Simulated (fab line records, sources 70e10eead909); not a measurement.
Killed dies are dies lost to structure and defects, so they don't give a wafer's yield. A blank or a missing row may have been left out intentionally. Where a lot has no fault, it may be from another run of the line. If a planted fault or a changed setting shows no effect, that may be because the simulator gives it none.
Struck lot and sound lot, side by side :: flow nand-harc :: 14 out of 1302 route steps
Sound: wafers L347.3, L347.4, L347.5. Struck: wafers L335.1, L335.3, L335.5. At the end, the cause is stated.
Order at every step that has rows: each side's tool, ch and its chambers, its first start. Under that, the readings that differ: sound wafers :: struck wafers :: difference of the means :: sigmas: that difference in standard deviations of wafers without a fault.
alike: same words and numbers on both sides, and readings whose means sit less than 2 such deviations apart. not compared: any withheld reading, any reading some wafer has no value for, any bound like >300 that may hide the same value, and any number with overlapping values for which the record gives no deviation.
A row with sigmas, a row that says differs or no value, or rows on one side alone: a step with any of these is where the two part. Non-overlapping numbers with no deviation appear without sigmas and do not part them. A reading missing from all wafers of one side parts the sides only when that side holds two or more wafers.

first, 1 step without rows for these wafers: NHARC_P_M0_DEVELOP_08 (develop time 35 s).
NHARC_P_M0_CD_MEAS_09: target cd 90 nm.
  sound on cd-sem-01 ch 0, day 14 08:52; struck on cd-sem-03 ch 0, day 9 05:46
  alike: cd-nm
NHARC_P_M0_OVL_MEAS_10: pitch 180 nm.
  sound on overlay-01 at day 14 08:57; struck on overlay-01 at day 9 05:52
  alike: overlay-x-nm, overlay-y-nm
NHARC_P_M0_INSPECT_11:
  sound on defect-inspect-02 at day 14 08:59; struck on defect-inspect-01 at day 9 05:54
reading: raw-defect-count
sound: 6 2 4
struck: 16 7 6
difference: +6
sigmas: +2
NHARC_P_M0_DESCUM_14: chemistry O2, time 3 s.
  sound on rie-diel-08 ch 2,3, day 14 09:03; struck on rie-diel-01 ch 0,3, day 9 05:59
reading: showerhead-plenum-p-Torr (Torr)
sound: 2.03 2.02 2.03
struck: 1.89 1.84 1.84
difference: -0.17
sigmas: -2
  alike: drypump-motor-current-A, oes-product-au, rf-vpp-V, throttle-valve-pct
  not compared: rf-hours-counter-h
then, 1 step without rows for these wafers: NHARC_P_M0_ETCH_34 (etches the open film in N2/H2, target depth 40 nm, overetch 12 nm, time 43.94 s).
NHARC_P_M0_ETCH_15: etches the open film in C4F8/Ar, target depth 150 nm, overetch 15 nm, time 82.5 s.
  sound on rie-diel-08 ch 0,2,3; struck on rie-diel-01 ch 1,2
  alike: oes-product-au, rf-vpp-V
  not compared: rf-hours-counter-h
NHARC_P_M0_CD_MEAS_16:
  sound on cd-sem-02 at day 14 09:24; struck on cd-sem-01 at day 9 06:35
  alike: cd-nm
NHARC_P_M0_STRIP_18: strips in N2/H2.
  sound on rie-diel-08 ch 0,3, day 14 09:28; struck on rie-diel-01 ch 0,1, day 9 06:40
reading: showerhead-plenum-p-Torr (Torr)
sound: 2.17 2.17 2.03
struck: 1.87 2.01 1.87
difference: -0.21
sigmas: -2
  alike: drypump-motor-current-A, oes-product-au, rf-vpp-V, throttle-valve-pct
  not compared: rf-hours-counter-h
then, 2 steps without rows for these wafers: NHARC_P_M0_STRIP_19 (strips in post etch residue remover, time 600 s); NHARC_P_M0_DEGAS_28 (time 60 s).
NHARC_P_M0_PRE_CLEAN_29: time 30 s.
  sound on pvd-sputter-03; struck on pvd-sputter-02
  alike: heater-power-w
NHARC_P_M0_PVD_20: deposits TaN, target thk 5 nm, time 8.06 s.
  sound on pvd-sputter-03 at day 14 10:12; struck on pvd-sputter-02 at day 9 07:19
  no value came back on the struck wafers for bias-v (V), cathode-dc-power-W (W), throttle-valve-pct (%); on the sound wafers bias-v (V) reads 167.6 169.4 171.8
NHARC_P_M0_PVD_21: deposits Cu, target thk 30 nm, time 20.49 s.
  sound on pvd-sputter-03; struck on pvd-sputter-02
  alike: cathode-dc-power-W, chamber-pressure-pa, throttle-valve-pct

WHERE THEY PART
First at NHARC_P_M0_INSPECT_11; last, within this record, at NHARC_P_M0_PVD_20. Later steps at which nothing parts them and some readings are alike: NHARC_P_M0_PVD_21.

WHY: the cause the simulator had injected
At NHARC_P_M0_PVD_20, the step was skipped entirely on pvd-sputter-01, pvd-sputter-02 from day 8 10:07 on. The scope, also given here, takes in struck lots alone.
